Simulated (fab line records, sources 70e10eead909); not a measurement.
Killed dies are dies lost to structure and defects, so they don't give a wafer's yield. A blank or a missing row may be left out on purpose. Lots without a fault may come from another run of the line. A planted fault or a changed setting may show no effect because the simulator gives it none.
Chamber matching | flow nand_harc | NHARC_A_SGD_CUT_DESCUM_14 on rie_diel-12: 4 sister chambers
The step chemistry O2, time 3 s. 4 wafers are shown with their chamber, then 7 later ones without.

WAFERS WITH THEIR CHAMBER
wafer  | chamber | drypump_motor_current_A (A)
L085.1 | 1       | 5.5
L085.5 | 0       | 6.7
L091.1 | 3       | 5.7
L091.2 | 2       | 5.8

WAFERS WITHOUT THEIR CHAMBER
wafer  | drypump_motor_current_A (A)
L091.3 | 6.7
L092.1 | 5.4
L092.4 | 5.7
L092.5 | 5.4
L095.1 | 5.7
L095.2 | 5.4
L095.3 | 5.8

WHICH CHAMBER EACH WENT THROUGH
wafer  | from the rows above     | in truth
L091.3 | 0                       | 0
L092.1 | 1                       | 1
L092.4 | can't be placed: 3 or 2 | 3
L092.5 | 1                       | 1
L095.1 | can't be placed: 3 or 2 | 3
L095.2 | 1                       | 1
L095.3 | can't be placed: 2 or 3 | 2
Placed correctly: 4 of 7. Can't be placed from these rows: 3 (the true chamber is among the candidates in 3). Placed wrongly: 0.
How it was worked out, from the rows above alone: a wafer's distance from a chamber is the root of the sum, over the readings, of the square of ((its reading less the chamber's mean) divided by the reading's scatter). The wafer belongs to the nearest chamber; if the next one is less than 2 further off, it can't be placed. A chamber's mean is the mean of its shown wafers. The scatter: with one shown wafer a chamber, the root of the mean of the squares of how far each hidden wafer lies from its nearest shown one.
